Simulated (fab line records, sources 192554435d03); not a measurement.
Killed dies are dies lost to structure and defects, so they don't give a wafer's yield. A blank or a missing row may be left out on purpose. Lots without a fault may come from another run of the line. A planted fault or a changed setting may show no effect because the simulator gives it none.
Split-lot experiment | flow n5_finfet | 7 lots, 21 wafers read, on a route of 1938 steps

THE SPLIT
At N5_BEOL_M5_COAT_71 (time 60 s, resist thk 5 nm), the setting spin_rpm was moved away from the recipe's 1500 rpm on 10 of the 21 wafers read, by -9.6% to +9.3%. The other wafers ran this setting at the recipe's value.

FROM THE SPLIT TO THE READING: what the file shows between them, 3 steps
- N5_BEOL_M5_COAT_05: resist thk 30 nm
- N5_BEOL_M5_EBR_07
- N5_BEOL_M5_DESCUM_16: chemistry O2, time 7 s

THE READING
etch.depth_nm (the simulator's own value, which no gauge read), in nm, at N5_BEOL_M5_ETCH_72 (etches underlayer in N2/H2, target depth 6.5 nm, time 5.2 s). The file gives no usual value for it. The 11 wafers here that ran the recipe average 5.001 nm, standard deviation 0.011 nm.

wafer  | tool, chamber at the split | spin_rpm as run, rpm | against the recipe | etch.depth_nm, nm | against lot-mates on the recipe
L077.1 | litho_track-05, 0          | 1356                 | -9.6%              | 5.262             | +0.263
L077.2 | litho_track-05, 0          | 1356                 | -9.6%              | 5.257             | +0.258
L077.4 | litho_track-05, 0          | 1500                 | recipe             | 4.999             | -
L079.2 | litho_track-04, 0          | 1500                 | recipe             | 5.024             | -
L079.4 | litho_track-04, 0          | 1500                 | recipe             | 5.013             | -
L079.6 | litho_track-04, 0          | 1500                 | recipe             | 5.005             | -
L081.2 | litho_track-03, 0          | 1438                 | -4.1%              | 5.086             | +0.104
L081.4 | litho_track-03, 0          | 1500                 | recipe             | 4.982             | -
L081.5 | litho_track-03, 0          | 1438                 | -4.1%              | 5.094             | +0.112
L083.2 | litho_track-05, 0          | 1610                 | +7.3%              | 4.835             | -0.156
L083.5 | litho_track-05, 0          | 1500                 | recipe             | 4.991             | -
L083.6 | litho_track-05, 0          | 1610                 | +7.3%              | 4.828             | -0.163
L090.1 | litho_track-05, 0          | 1640                 | +9.3%              | 4.786             | -0.215
L090.3 | litho_track-05, 0          | 1640                 | +9.3%              | 4.772             | -0.229
L090.4 | litho_track-05, 0          | 1500                 | recipe             | 5.001             | -
L091.2 | litho_track-05, 0          | 1406                 | -6.3%              | 5.153             | +0.160
L091.4 | litho_track-05, 0          | 1500                 | recipe             | 4.996             | -
L091.6 | litho_track-05, 0          | 1500                 | recipe             | 4.989             | -
L092.1 | litho_track-05, 0          | 1500                 | recipe             | 5.006             | -
L092.5 | litho_track-05, 0          | 1500                 | recipe             | 5.003             | -
L092.6 | litho_track-05, 0          | 1381                 | -7.9%              | 5.21              | +0.205

THE FIT
A straight line over all 21 wafers: etch.depth_nm changes by -0.0248 nm for each +1% of spin_rpm; r = -1.00; the points scatter about the line by 0.013 nm.
The same after taking each lot's own level away (the mean of its wafers on the recipe; 21 wafers): -0.0248 nm for each +1%; r = -1.00; scatter 0.0099 nm.
On that fit, the largest move of spin_rpm shifts the reading by 0.24 nm.
The lots' own levels span 4.9820 to 5.0140 nm, that is 2.9 times the standard deviation above.
So the lot-to-lot level changes the slope little: the two slopes agree.
Check: with one of the wafers moved furthest among these (-9.6%) left out of the fit, the line predicts +0.24 nm for it against its lot-mates. It came out at +0.263 nm against them.

THE FILE'S OWN FIT
etch.depth_nm changes by -0.0251 nm for each +1% of spin_rpm, r = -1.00.
